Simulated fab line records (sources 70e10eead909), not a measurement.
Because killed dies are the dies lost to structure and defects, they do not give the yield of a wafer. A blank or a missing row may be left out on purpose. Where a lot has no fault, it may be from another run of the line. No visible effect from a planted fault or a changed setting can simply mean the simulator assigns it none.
fab line records :: flow nand-harc
record
  lots=6
  wafers=18
  last-day=31
route steps=1302 shown P_GATE@152
lots that met no fault: taken from a fault-free run of the same line
start-h: hours from the record's first day to the start of the lot's first wafer shown :: wait-h: time in hours since the lot's previous step :: " same as the row above :: L1.1+2: several wafers, shown together as one row :: - value missing, or start not given :: * or withheld: withheld :: < > ~ a bound
route shown NAME@n: names a module that has steps shown in the file, with the first one's number in the route :: usual: mean/standard deviation taken from wafers without a fault :: same: alike in all rows :: chamber/n: place in a boat :: sites: per-site readings :: _std_site: the values' standard deviation :: _edge_site: the outer-site mean with the inner-site mean subtracted :: radius-mm: how far each site lies from the wafer's centre :: mask NAME#n: copy n :: behind: the most recent tool/chamber to have shaped the wafer :: hold: reason for holding the lot/hours on hold/outcome of the hold :: device: which transistor (n, p or np) failed to switch :: end of line: tests of these same wafers at the route's end :: a step given without rows: its recipe and nothing more :: killed: dies that structure and defects cost at the first sort, which is not the same as the wafer's yield :: map: the dies of a wafer, with x for killed, . for not killed, _ for no die there
set.NAME: setting as actually run; set.NAME@STEP: the setting as run at that earlier step :: model.NAME: the simulator's own value behind a step, which no gauge read
lots at selected steps of the route; one table per step, one row per wafer
services: when a tool's chamber went out of use (start-h, in hours from the record's first day, below 0 if earlier), for how many hours, and the reason
## steps
# step NHARC_P_GATE_STRIP_35
# recipe
  time-s=600
  temp-c=130
  chemistry=SPM
# step NHARC_P_GATE_PRECLEAN_73
# recipe
  time-s=*
  temp-c=50
  bath-age-min=0
  chemistry=SC1
# step NHARC_P_GATE_SRD_74
# step NHARC_P_GATE_ALD_36
# recipe
  target-thk-a=200
  pulse-time-s=60
  ald-cycles=223
  temp-c=400
  material=SiNx
# usual
  heater-power-w=855/83
  precursor-pulse-height-rel=0.998/0.019
lot.wafer: L421.1
tool: ald-sin-04
chamber: 2
start-h: 192.10
wait-h: -
heater-power-w: 879
precursor-pulse-height-rel: 0.999

lot.wafer: L421.3
tool: ald-sin-04
chamber: 2
start-h: 196.30
wait-h: -
heater-power-w: 880
precursor-pulse-height-rel: 0.991

lot.wafer: L421.6
tool: ald-sin-04
chamber: 2
start-h: 200.50
wait-h: -
heater-power-w: 889
precursor-pulse-height-rel: 0.960

lot.wafer: L423.2
tool: ald-sin-01
chamber: 1
start-h: 213.39
wait-h: -
heater-power-w: 1002
precursor-pulse-height-rel: 1.029

lot.wafer: L423.4
tool: ald-sin-01
chamber: 2
start-h: 214.46
wait-h: -
heater-power-w: 787
precursor-pulse-height-rel: 1.010

lot.wafer: L423.3
tool: ald-sin-01
chamber: 3
start-h: 215.52
wait-h: -
heater-power-w: 885
precursor-pulse-height-rel: 0.982

lot.wafer: L425.1
tool: ald-sin-04
chamber: 2
start-h: 226.78
wait-h: -
heater-power-w: 873
precursor-pulse-height-rel: 1.008

lot.wafer: L425.3
tool: ald-sin-04
chamber: 1
start-h: 229.68
wait-h: -
heater-power-w: 793
precursor-pulse-height-rel: 1.042

lot.wafer: L425.5
tool: ald-sin-04
chamber: 1
start-h: 234.02
wait-h: -
heater-power-w: 808
precursor-pulse-height-rel: 1.014

lot.wafer: L428.3
tool: ald-sin-04
chamber: 0
start-h: 256.79
wait-h: -
heater-power-w: 953
precursor-pulse-height-rel: 1.030

lot.wafer: L428.2
tool: ald-sin-04
chamber: 1
start-h: 257.84
wait-h: -
heater-power-w: 784
precursor-pulse-height-rel: 0.982

lot.wafer: L428.5
tool: ald-sin-04
chamber: 1
start-h: 262.03
wait-h: -
heater-power-w: 801
precursor-pulse-height-rel: 0.987

lot.wafer: L429.1
tool: ald-sin-01
chamber: 1
start-h: 262.03
wait-h: -
heater-power-w: 994
precursor-pulse-height-rel: 1.002

lot.wafer: L429.4
tool: ald-sin-01
chamber: 2
start-h: 263.10
wait-h: -
heater-power-w: 815
precursor-pulse-height-rel: 1.025

lot.wafer: L429.2
tool: ald-sin-01
chamber: 3
start-h: 264.17
wait-h: -
heater-power-w: 878
precursor-pulse-height-rel: 1.015

lot.wafer: L432.4
tool: ald-sin-03
chamber: 2
start-h: 299.06
wait-h: -
heater-power-w: 966
precursor-pulse-height-rel: 0.992

lot.wafer: L432.1
tool: ald-sin-03
chamber: 3
start-h: 300.11
wait-h: -
heater-power-w: 790
precursor-pulse-height-rel: 1.012

lot.wafer: L432.3
tool: ald-sin-03
chamber: 0
start-h: 301.17
wait-h: -
heater-power-w: 714
precursor-pulse-height-rel: 1.008
# step NHARC_P_GATE_ETCHBACK_37
# recipe
  target-depth-a=345
  time-s=17.2
  chf3-flow-sccm=50
  o2-flow-sccm=10
  ar-flow-sccm=200
  rf-w=500
  bias-w=200
  chemistry=CHF3/O2
# usual
  drypump-motor-current-A=6.0/0.48
  o2-flow-sccm=10.001/0.03
  oes-product-au=0.94/0.032
  rf-fwd-power-W=490.8/2.3
  rf-vpp-V=370.6/2.2
  showerhead-plenum-p-Torr=2.40/0.093
  throttle-valve-pct=20.572/0.0098
lot.wafer: L421.3
tool: rie-diel-03
chamber: 1
start-h: -
wait-h: -
drypump-motor-current-A: 6.1
o2-flow-sccm: 10.001
oes-product-au: 0.91
rf-fwd-power-W: 489.4
rf-hours-counter-h: 4
rf-vpp-V: 368.8
showerhead-plenum-p-Torr: 2.38
throttle-valve-pct: 20.575

lot.wafer: L421.1
tool: rie-diel-03
chamber: 0
start-h: -
wait-h: -
drypump-motor-current-A: 5.0
o2-flow-sccm: 10.035
oes-product-au: 0.95
rf-fwd-power-W: 494.2
rf-hours-counter-h: 3
rf-vpp-V: 371.9
showerhead-plenum-p-Torr: 2.39
throttle-valve-pct: 20.561

lot.wafer: L421.6
tool: rie-diel-03
chamber: 2
start-h: -
wait-h: -
drypump-motor-current-A: 5.7
o2-flow-sccm: 10.025
oes-product-au: 0.92
rf-fwd-power-W: 490.6
rf-hours-counter-h: -
rf-vpp-V: 370.0
showerhead-plenum-p-Torr: 2.30
throttle-valve-pct: 20.591

lot.wafer: L423.4
tool: rie-diel-03
chamber: 3
start-h: -
wait-h: -
drypump-motor-current-A: 4.8
o2-flow-sccm: 9.952
oes-product-au: 0.92
rf-fwd-power-W: 494.7
rf-hours-counter-h: 4
rf-vpp-V: 368.4
showerhead-plenum-p-Torr: 2.35
throttle-valve-pct: 20.566

lot.wafer: L423.2
tool: rie-diel-03
chamber: 0
start-h: -
wait-h: -
drypump-motor-current-A: 5.1
o2-flow-sccm: 10.023
oes-product-au: 0.94
rf-fwd-power-W: 493.3
rf-hours-counter-h: 4
rf-vpp-V: 370.6
showerhead-plenum-p-Torr: 2.39
throttle-valve-pct: 20.569

lot.wafer: L423.3
tool: rie-diel-03
chamber: 2
start-h: -
wait-h: -
drypump-motor-current-A: 5.7
o2-flow-sccm: 10.049
oes-product-au: 0.92
rf-fwd-power-W: 491.6
rf-hours-counter-h: 5
rf-vpp-V: 368.3
showerhead-plenum-p-Torr: 2.30
throttle-valve-pct: 20.582

lot.wafer: L425.1
tool: rie-diel-08
chamber: 3
start-h: -
wait-h: -
drypump-motor-current-A: 6.6
o2-flow-sccm: 9.995
oes-product-au: 0.99
rf-fwd-power-W: 492.7
rf-hours-counter-h: 2
rf-vpp-V: 366.8
showerhead-plenum-p-Torr: 2.25
throttle-valve-pct: 20.572

lot.wafer: L425.3
tool: rie-diel-08
chamber: 2
start-h: -
wait-h: -
drypump-motor-current-A: 6.5
o2-flow-sccm: 10.013
oes-product-au: 1.00
rf-fwd-power-W: 492.6
rf-hours-counter-h: 2
rf-vpp-V: 370.1
showerhead-plenum-p-Torr: 2.45
throttle-valve-pct: 20.583

lot.wafer: L425.5
tool: rie-diel-08
chamber: 0
start-h: -
wait-h: -
drypump-motor-current-A: 5.7
o2-flow-sccm: 9.971
oes-product-au: 1.00
rf-fwd-power-W: 487.8
rf-hours-counter-h: -
rf-vpp-V: 371.9
showerhead-plenum-p-Torr: 2.36
throttle-valve-pct: 20.566

lot.wafer: L428.3
tool: rie-diel-08
chamber: 2
start-h: -
wait-h: -
drypump-motor-current-A: 6.6
o2-flow-sccm: 9.974
oes-product-au: 0.93
rf-fwd-power-W: 493.7
rf-hours-counter-h: 4
rf-vpp-V: 371.6
showerhead-plenum-p-Torr: 2.45
throttle-valve-pct: 20.568

lot.wafer: L428.2
tool: rie-diel-08
chamber: 3
start-h: -
wait-h: -
drypump-motor-current-A: 6.6
o2-flow-sccm: 9.987
oes-product-au: 0.92
rf-fwd-power-W: 489.3
rf-hours-counter-h: 4
rf-vpp-V: 367.5
showerhead-plenum-p-Torr: 2.25
throttle-valve-pct: 20.572

lot.wafer: L428.5
tool: rie-diel-08
chamber: 0
start-h: -
wait-h: -
drypump-motor-current-A: 5.7
o2-flow-sccm: 9.973
oes-product-au: 0.91
rf-fwd-power-W: 489.7
rf-hours-counter-h: -
rf-vpp-V: 369.6
showerhead-plenum-p-Torr: 2.36
throttle-valve-pct: 20.577

lot.wafer: L429.2
tool: rie-diel-04
chamber: 0
start-h: -
wait-h: -
drypump-motor-current-A: 5.8
o2-flow-sccm: 10.023
oes-product-au: 0.92
rf-fwd-power-W: 491.1
rf-hours-counter-h: 5
rf-vpp-V: 368.7
showerhead-plenum-p-Torr: 2.34
throttle-valve-pct: 20.561

lot.wafer: L429.4
tool: rie-diel-04
chamber: 2
start-h: -
wait-h: -
drypump-motor-current-A: 5.7
o2-flow-sccm: 10.000
oes-product-au: 0.91
rf-fwd-power-W: 488.3
rf-hours-counter-h: 4
rf-vpp-V: 374.6
showerhead-plenum-p-Torr: 2.55
throttle-valve-pct: 20.572

lot.wafer: L429.1
tool: rie-diel-04
chamber: 3
start-h: -
wait-h: -
drypump-motor-current-A: 5.9
o2-flow-sccm: 9.924
oes-product-au: 0.90
rf-fwd-power-W: 493.3
rf-hours-counter-h: 4
rf-vpp-V: 370.1
showerhead-plenum-p-Torr: 2.41
throttle-valve-pct: 20.565

lot.wafer: L432.3
tool: rie-diel-08
chamber: 1
start-h: -
wait-h: -
drypump-motor-current-A: 5.9
o2-flow-sccm: 10.042
oes-product-au: 0.92
rf-fwd-power-W: 492.9
rf-hours-counter-h: 6
rf-vpp-V: 371.3
showerhead-plenum-p-Torr: 2.45
throttle-valve-pct: 20.584

lot.wafer: L432.1
tool: rie-diel-08
chamber: 0
start-h: -
wait-h: -
drypump-motor-current-A: 5.7
o2-flow-sccm: 10.030
oes-product-au: 0.92
rf-fwd-power-W: 486.0
rf-hours-counter-h: 6
rf-vpp-V: 368.9
showerhead-plenum-p-Torr: 2.36
throttle-valve-pct: 20.576

lot.wafer: L432.4
tool: rie-diel-08
chamber: 1
start-h: -
wait-h: -
drypump-motor-current-A: 5.9
o2-flow-sccm: 10.041
oes-product-au: 0.93
rf-fwd-power-W: 491.5
rf-hours-counter-h: -
rf-vpp-V: 373.7
showerhead-plenum-p-Torr: 2.45
throttle-valve-pct: 20.583
# step NHARC_P_GATE_STRIP_101
# recipe
  time-s=20
  o2-flow-sccm=500
  ar-flow-sccm=0
  bias-w=0
  chemistry=O2
# usual
  drypump-motor-current-A=6.0/0.49
  o2-flow-sccm=499.8/1.4
  oes-product-au=0.992/0.012
  rf-vpp-V=57.8/0.91
  showerhead-plenum-p-Torr=3.52/0.13
  throttle-valve-pct=17.036/0.0086
lot.wafer: L421.3
tool: rie-diel-03
chamber: 0
start-h: 205.87
wait-h: 0.1
drypump-motor-current-A: 5.0
o2-flow-sccm: 499.1
oes-product-au: 1.027
rf-hours-counter-h: 3
rf-vpp-V: 56.5
showerhead-plenum-p-Torr: 3.51
throttle-valve-pct: 17.033

lot.wafer: L421.1
tool: rie-diel-03
chamber: 1
start-h: 205.87
wait-h: 0.1
drypump-motor-current-A: 6.1
o2-flow-sccm: 500.0
oes-product-au: 0.981
rf-hours-counter-h: 4
rf-vpp-V: 59.0
showerhead-plenum-p-Torr: 3.50
throttle-valve-pct: 17.024

lot.wafer: L421.6
tool: rie-diel-03
chamber: 0
start-h: 205.87
wait-h: 0.1
drypump-motor-current-A: 5.0
o2-flow-sccm: 500.0
oes-product-au: 1.021
rf-hours-counter-h: -
rf-vpp-V: 57.1
showerhead-plenum-p-Torr: 3.51
throttle-valve-pct: 17.045

lot.wafer: L423.3
tool: rie-diel-03
chamber: 3
start-h: 221.98
wait-h: 0.1
drypump-motor-current-A: 4.8
o2-flow-sccm: 497.5
oes-product-au: 0.974
rf-hours-counter-h: 4
rf-vpp-V: 56.2
showerhead-plenum-p-Torr: 3.46
throttle-valve-pct: 17.031

lot.wafer: L423.2
tool: rie-diel-03
chamber: 1
start-h: 221.98
wait-h: 0.1
drypump-motor-current-A: 6.1
o2-flow-sccm: 499.2
oes-product-au: 0.992
rf-hours-counter-h: 5
rf-vpp-V: 57.4
showerhead-plenum-p-Torr: 3.50
throttle-valve-pct: 17.044

lot.wafer: L423.4
tool: rie-diel-03
chamber: 2
start-h: 221.98
wait-h: 0.1
drypump-motor-current-A: 5.7
o2-flow-sccm: 497.3
oes-product-au: 0.999
rf-hours-counter-h: 5
rf-vpp-V: 57.7
showerhead-plenum-p-Torr: 3.38
throttle-valve-pct: 17.039

lot.wafer: L425.3
tool: rie-diel-08
chamber: 3
start-h: 238.74
wait-h: 0.1
drypump-motor-current-A: 6.6
o2-flow-sccm: 501.2
oes-product-au: 1.003
rf-hours-counter-h: 2
rf-vpp-V: 56.7
showerhead-plenum-p-Torr: 3.31
throttle-valve-pct: 17.031

lot.wafer: L425.1
tool: rie-diel-08
chamber: 1
start-h: 238.74
wait-h: 0.1
drypump-motor-current-A: 5.9
o2-flow-sccm: 500.9
oes-product-au: 0.991
rf-hours-counter-h: 1
rf-vpp-V: 57.5
showerhead-plenum-p-Torr: 3.60
throttle-valve-pct: 17.028

lot.wafer: L425.5
tool: rie-diel-08
chamber: 3
start-h: 238.74
wait-h: 0.1
drypump-motor-current-A: 6.6
o2-flow-sccm: 499.1
oes-product-au: 0.986
rf-hours-counter-h: -
rf-vpp-V: 57.3
showerhead-plenum-p-Torr: 3.31
throttle-valve-pct: 17.045

lot.wafer: L428.2
tool: rie-diel-08
chamber: 1
start-h: 266.36
wait-h: 0.1
drypump-motor-current-A: 5.9
o2-flow-sccm: 499.8
oes-product-au: 0.988
rf-hours-counter-h: 3
rf-vpp-V: 58.2
showerhead-plenum-p-Torr: 3.60
throttle-valve-pct: 17.040

lot.wafer: L428.3
tool: rie-diel-08
chamber: 3
start-h: 266.36
wait-h: 0.1
drypump-motor-current-A: 6.6
o2-flow-sccm: 500.5
oes-product-au: 0.987
rf-hours-counter-h: 4
rf-vpp-V: 57.6
showerhead-plenum-p-Torr: 3.31
throttle-valve-pct: 17.031

lot.wafer: L428.5
tool: rie-diel-08
chamber: 1
start-h: 266.36
wait-h: 0.1
drypump-motor-current-A: 5.9
o2-flow-sccm: 497.1
oes-product-au: 0.986
rf-hours-counter-h: -
rf-vpp-V: 58.6
showerhead-plenum-p-Torr: 3.60
throttle-valve-pct: 17.026

lot.wafer: L429.2
tool: rie-diel-04
chamber: 3
start-h: 271.70
wait-h: 0.1
drypump-motor-current-A: 5.9
o2-flow-sccm: 498.0
oes-product-au: 0.979
rf-hours-counter-h: 4
rf-vpp-V: 58.2
showerhead-plenum-p-Torr: 3.55
throttle-valve-pct: 17.041

lot.wafer: L429.4
tool: rie-diel-04
chamber: 0
start-h: 271.70
wait-h: 0.1
drypump-motor-current-A: 5.8
o2-flow-sccm: 500.0
oes-product-au: 0.995
rf-hours-counter-h: 5
rf-vpp-V: 59.1
showerhead-plenum-p-Torr: 3.44
throttle-valve-pct: 17.027

lot.wafer: L429.1
tool: rie-diel-04
chamber: 2
start-h: 271.70
wait-h: 0.1
drypump-motor-current-A: 5.6
o2-flow-sccm: 501.5
oes-product-au: 0.996
rf-hours-counter-h: 4
rf-vpp-V: 57.5
showerhead-plenum-p-Torr: 3.73
throttle-valve-pct: 17.032

lot.wafer: L432.3
tool: rie-diel-08
chamber: 1
start-h: 307.60
wait-h: 0.1
drypump-motor-current-A: 5.9
o2-flow-sccm: 500.2
oes-product-au: 1.000
rf-hours-counter-h: 6
rf-vpp-V: 56.5
showerhead-plenum-p-Torr: 3.59
throttle-valve-pct: 17.047

lot.wafer: L432.1
tool: rie-diel-08
chamber: 3
start-h: 307.60
wait-h: 0.1
drypump-motor-current-A: 6.6
o2-flow-sccm: 497.5
oes-product-au: 1.004
rf-hours-counter-h: 5
rf-vpp-V: 57.3
showerhead-plenum-p-Torr: 3.31
throttle-valve-pct: 17.029

lot.wafer: L432.4
tool: rie-diel-08
chamber: 0
start-h: 307.60
wait-h: 0.1
drypump-motor-current-A: 5.7
o2-flow-sccm: 498.2
oes-product-au: 0.983
rf-hours-counter-h: -
rf-vpp-V: 56.4
showerhead-plenum-p-Torr: 3.47
throttle-valve-pct: 17.038
# step NHARC_P_GATE_PRECLEAN_97
# recipe
  time-s=600
  temp-c=120
  chemistry=SPM
# step NHARC_P_GATE_SRD_98
# step NHARC_P_GATE_PRECLEAN_99
# recipe
  time-s=*
  temp-c=50
  bath-age-min=0
  chemistry=SC1
# step NHARC_P_GATE_SRD_100
# step NHARC_P_GATE_DEHYDRATE_38
# recipe
  temp-c=150
  time-s=120
# step NHARC_P_GATE_HMDS_39
# recipe
  time-s=30
# step NHARC_P_GATE_COAT_40
# recipe
  spin-rpm=3000
# usual
  chill-plate-temp-C=23.01/0.11
  exhaust-pa=45.0/0.93
  spin-speed-rpm=2999.7/1.7
lot.wafer: L421.1
tool: litho-track-03
chamber: -
start-h: 206.37
wait-h: -
chill-plate-temp-C: -
exhaust-pa: -
spin-speed-rpm: -

lot.wafer: L421.3
tool: litho-track-03
chamber: -
start-h: 206.37
wait-h: -
chill-plate-temp-C: -
exhaust-pa: -
spin-speed-rpm: -

lot.wafer: L421.6
tool: litho-track-03
chamber: -
start-h: 206.37
wait-h: -
chill-plate-temp-C: -
exhaust-pa: -
spin-speed-rpm: -

lot.wafer: L423.2
tool: litho-track-05
chamber: -
start-h: 222.48
wait-h: -
chill-plate-temp-C: -
exhaust-pa: -
spin-speed-rpm: -

lot.wafer: L423.3
tool: litho-track-05
chamber: -
start-h: 222.48
wait-h: -
chill-plate-temp-C: -
exhaust-pa: -
spin-speed-rpm: -

lot.wafer: L423.4
tool: litho-track-05
chamber: -
start-h: 222.48
wait-h: -
chill-plate-temp-C: -
exhaust-pa: -
spin-speed-rpm: -

lot.wafer: L425.1
tool: litho-track-02
chamber: 0
start-h: 239.24
wait-h: -
chill-plate-temp-C: 23.03
exhaust-pa: 45.8
spin-speed-rpm: 2999.2

lot.wafer: L425.3
tool: litho-track-02
chamber: 0
start-h: 239.24
wait-h: -
chill-plate-temp-C: 23.09
exhaust-pa: 45.7
spin-speed-rpm: 2999.7

lot.wafer: L425.5
tool: litho-track-02
chamber: 0
start-h: 239.24
wait-h: -
chill-plate-temp-C: 22.93
exhaust-pa: 44.6
spin-speed-rpm: 2999.8

lot.wafer: L428.2
tool: litho-track-03
chamber: 0
start-h: 266.87
wait-h: -
chill-plate-temp-C: 23.05
exhaust-pa: 45.0
spin-speed-rpm: 3000.7

lot.wafer: L428.3
tool: litho-track-03
chamber: 0
start-h: 266.87
wait-h: -
chill-plate-temp-C: 23.00
exhaust-pa: 44.2
spin-speed-rpm: 2995.9

lot.wafer: L428.5
tool: litho-track-03
chamber: 0
start-h: 266.87
wait-h: -
chill-plate-temp-C: 22.92
exhaust-pa: 42.7
spin-speed-rpm: 2998.5

lot.wafer: L429.1
tool: litho-track-02
chamber: 0
start-h: 272.20
wait-h: -
chill-plate-temp-C: 23.07
exhaust-pa: 45.6
spin-speed-rpm: 3001.4

lot.wafer: L429.2
tool: litho-track-02
chamber: 0
start-h: 272.20
wait-h: -
chill-plate-temp-C: 23.06
exhaust-pa: 44.2
spin-speed-rpm: 2997.2

lot.wafer: L429.4
tool: litho-track-02
chamber: 0
start-h: 272.20
wait-h: -
chill-plate-temp-C: 22.99
exhaust-pa: 46.2
spin-speed-rpm: 3000.7

lot.wafer: L432.1
tool: litho-track-03
chamber: 0
start-h: 308.11
wait-h: -
chill-plate-temp-C: 23.05
exhaust-pa: 45.2
spin-speed-rpm: 3000.6

lot.wafer: L432.3
tool: litho-track-03
chamber: 0
start-h: 308.11
wait-h: -
chill-plate-temp-C: 23.03
exhaust-pa: 45.7
spin-speed-rpm: 3000.4

lot.wafer: L432.4
tool: litho-track-03
chamber: 0
start-h: 308.11
wait-h: -
chill-plate-temp-C: 23.11
exhaust-pa: 45.3
spin-speed-rpm: 3000.7
# step NHARC_P_GATE_SOFTBAKE_41
# recipe
  temp-c=122
  time-s=95
## services
tool: rie-diel-08
chamber: 0
start-h: 169.83
hours: -
kind: clean

tool: rie-diel-08
chamber: 1
start-h: 169.83
hours: -
kind: clean

tool: rie-diel-08
chamber: 2
start-h: 169.83
hours: -
kind: clean

tool: rie-diel-08
chamber: 3
start-h: 169.83
hours: -
kind: clean

tool: ald-sin-01
chamber: 0
start-h: 171.22
hours: 4.7
kind: repair

tool: rie-diel-04
chamber: -
start-h: 177.90
hours: 9.0
kind: pm

tool: ald-sin-04
chamber: 0
start-h: 178.05
hours: 60.4
kind: repair

tool: rie-diel-08
chamber: 2
start-h: 179.00
hours: 7.0
kind: repair

tool: rie-diel-08
chamber: 1
start-h: 180.40
hours: 14.0
kind: repair

tool: ald-sin-04
chamber: 1
start-h: 189.69
hours: 15.5
kind: repair

tool: rie-diel-08
chamber: -
start-h: 190.80
hours: 9.0
kind: pm

tool: rie-diel-08
chamber: 0
start-h: 190.80
hours: 9.0
kind: vent-cycle

tool: rie-diel-08
chamber: 2
start-h: 190.80
hours: 9.0
kind: vent-cycle

tool: rie-diel-08
chamber: 3
start-h: 190.80
hours: 9.0
kind: vent-cycle

tool: rie-diel-03
chamber: 3
start-h: 207.45
hours: 1.3
kind: repair

tool: litho-track-02
chamber: -
start-h: 227.00
hours: 7.0
kind: pm

tool: ald-sin-03
chamber: 1
start-h: 228.63
hours: 10.6
kind: repair

tool: rie-diel-03
chamber: -
start-h: 253.44
hours: 2.4
kind: repair

tool: ald-sin-01
chamber: 0
start-h: 254.77
hours: 5.0
kind: repair

tool: litho-track-03
chamber: -
start-h: 275.00
hours: 7.0
kind: pm

tool: rie-diel-03
chamber: -
start-h: 281.30
hours: 9.0
kind: pm

tool: ald-sin-04
chamber: -
start-h: 288.38
hours: 10.0
kind: pm

tool: litho-track-05
chamber: -
start-h: 299.00
hours: 7.0
kind: pm

tool: rie-diel-08
chamber: 2
start-h: 307.16
hours: 6.4
kind: repair
## key
first-sign
  step=NHARC_P_GATE_COAT_40
  reading=tool-record
  direction=missing
effect none on later readings
met-at NHARC_P_GATE_COAT_40
struck-wafers L421.1,L421.3,L421.6,L423.2,L423.3,L423.4
tester-left-out L421,L423
fault
  kind=skipped-step-whole
  tool=litho-track-03,litho-track-05
  chamber=-
  onset-h=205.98
  steps=NHARC_P_GATE_COAT_40
  scope=struck-lots-only
# tester-left-out: of these lots the tester's yield and bins aren't shown, on N5 and GAA mostly nor the transistor test; their killed dies are dies lost to structure and defects alone, not to doping, threshold or leakage, so they don't give the yield
